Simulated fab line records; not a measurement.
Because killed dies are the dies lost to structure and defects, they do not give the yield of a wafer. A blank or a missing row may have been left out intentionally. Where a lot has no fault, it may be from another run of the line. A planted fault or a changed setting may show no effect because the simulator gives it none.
Lot-split experiment + flow n5-finfet + 21 wafers read across 7 lots, on a route 1938 steps long

ON THE SPLIT
At N5_BEOL_M15_TRENCH_ETCH_34 (etches SiO2 in C4F8/O2/Ar, target depth 872.93 nm, time 199 s), the setting time-s was moved away from the recipe's 199 s on 4 of the 21 wafers read, by -22.5% to +6.2%. For the rest of the wafers, this setting stayed at what the recipe calls for.

FROM THE SPLIT TO THE READING: what the file shows between them, 7 steps
- N5_BEOL_M15_STRIP_36: strips in O2
- N5_BEOL_M15_ECD_47: material Cu, target thk 1860 nm
- N5_BEOL_M15_ANNEAL_48: time 90 s
- N5_BEOL_M15_CMP_49: polishes, stops on SiO2, t overpolish 4.9 s, target thk 850 nm
- N5_BEOL_M15_THK_MEAS_50: measures by xrf
- N5_BEOL_M15_PRE_CLEAN_52: time 15 s
- N5_BEOL_M15_DEP_53: deposits SiCN from 3MS/NH3, target thk 50 nm, time 17.8 s

THE READING
Measured at N5_BEOL_M15_RS_MEAS_54 by four-point probe: M15_RS, in ohm/sq. On this fab line, fault-free wafers typically give 0.0218 ohm/sq with a standard deviation of 0.00048 ohm/sq.

| wafer  | tool, chamber at the split | time-s as run, s | against the recipe | M15_RS, ohm/sq | against lot-mates on the recipe |
|--------|----------------------------|------------------|--------------------|----------------|---------------------------------|
| L074.1 | rie-diel-04, 2             | 199              | recipe             | 0.0213         | -                               |
| L074.3 | rie-diel-04, 3             | 199              | recipe             | 0.0219         | -                               |
| L074.5 | rie-diel-04, 2             | 199              | recipe             | 0.0213         | -                               |
| L075.3 | rie-diel-01, 2             | 199              | recipe             | 0.0223         | -                               |
| L075.4 | rie-diel-01, 0             | 199              | recipe             | 0.0215         | -                               |
| L075.5 | rie-diel-01, 0             | 199              | recipe             | 0.0216         | -                               |
| L079.2 | rie-diel-04, 1             | 199              | recipe             | 0.0219         | -                               |
| L079.4 | rie-diel-04, 3             | 154.3            | -22.5%             | 0.0283         | +0.0064                         |
| L079.6 | rie-diel-04, 2             | 154.3            | -22.5%             | 0.0275         | +0.0056                         |
| L082.2 | rie-diel-03, 1             | 199              | recipe             | 0.0224         | -                               |
| L082.5 | rie-diel-03, 1             | 199              | recipe             | 0.0226         | -                               |
| L082.6 | rie-diel-03, 0             | 199              | recipe             | 0.0218         | -                               |
| L086.2 | rie-diel-03, 0             | 211.3            | +6.2%              | 0.0209         | -0.0005                         |
| L086.4 | rie-diel-03, 3             | 211.3            | +6.2%              | 0.0202         | -0.0012                         |
| L086.6 | rie-diel-03, 3             | 199              | recipe             | 0.0214         | -                               |
| L091.1 | rie-diel-03, 2             | 199              | recipe             | 0.0224         | -                               |
| L091.3 | rie-diel-03, 0             | 199              | recipe             | 0.0222         | -                               |
| L091.4 | rie-diel-03, 1             | 199              | recipe             | 0.0225         | -                               |
| L092.2 | rie-diel-03, 3             | 199              | recipe             | 0.0212         | -                               |
| L092.3 | rie-diel-03, 2             | 199              | recipe             | 0.0224         | -                               |
| L092.6 | rie-diel-03, 3             | 199              | recipe             | 0.0214         | -                               |

FIT RESULTS
A straight line over all 21 wafers: M15_RS changes by -0.000263 ohm/sq for each +1% of time-s; r = -0.97; the points scatter about the line by 0.00049 ohm/sq.
The same after taking each lot's own level away (the mean of its wafers on the recipe; 21 wafers): -0.000255 ohm/sq for each +1%; r = -0.98; scatter 0.00042 ohm/sq.
That fit puts the effect of the largest move of time-s on the reading at 0.0057 ohm/sq.
Measured against the standard deviation above, the lots' own levels, which go from 0.02140 to 0.02237 ohm/sq, span 2.0 times it.
So the lot-to-lot level changes the slope little: the two slopes agree.
Check: +0.00532 ohm/sq against its lot-mates is what the line predicts for one of the wafers moved furthest among these (-22.5%) when that wafer is left out of the fit. It came out at +0.0064 ohm/sq against them.

THE WHOLE CHAIN: every reading that the file lists as answering this split, in the file's order
| step                       | what it does                                                   | reading                                                                       | change (the file's fit)              | r (the file's) |
|----------------------------|----------------------------------------------------------------|-------------------------------------------------------------------------------|--------------------------------------|----------------|
| N5_BEOL_M15_TRENCH_ETCH_34 | etches SiO2 in C4F8/O2/Ar, target depth 872.93 nm, time 199 s  | etch.depth-nm (the simulator's own value, which no gauge read)                | +7.9 nm for each +1% of the setting  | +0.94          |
| N5_BEOL_M15_CMP_49         | polishes, stops on SiO2, t overpolish 4.9 s, target thk 850 nm | Cu_of_BEOL_M15_ECD_47.thk-nm (the simulator's own value, which no gauge read) | +7.86 nm for each +1% of the setting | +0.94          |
| N5_BEOL_M15_THK_MEAS_50    | measures by xrf                                                | M15_THK                                                                       | +7.56 for each +1% of the setting    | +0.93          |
| N5_BEOL_M15_RS_MEAS_54     | measures by four-point-probe                                   | M15_RS                                                                        | -0.00026 for each +1% of the setting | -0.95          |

FILE'S OWN FIT
M15_RS changes by -0.00026 ohm/sq for each +1% of time-s, r = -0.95.
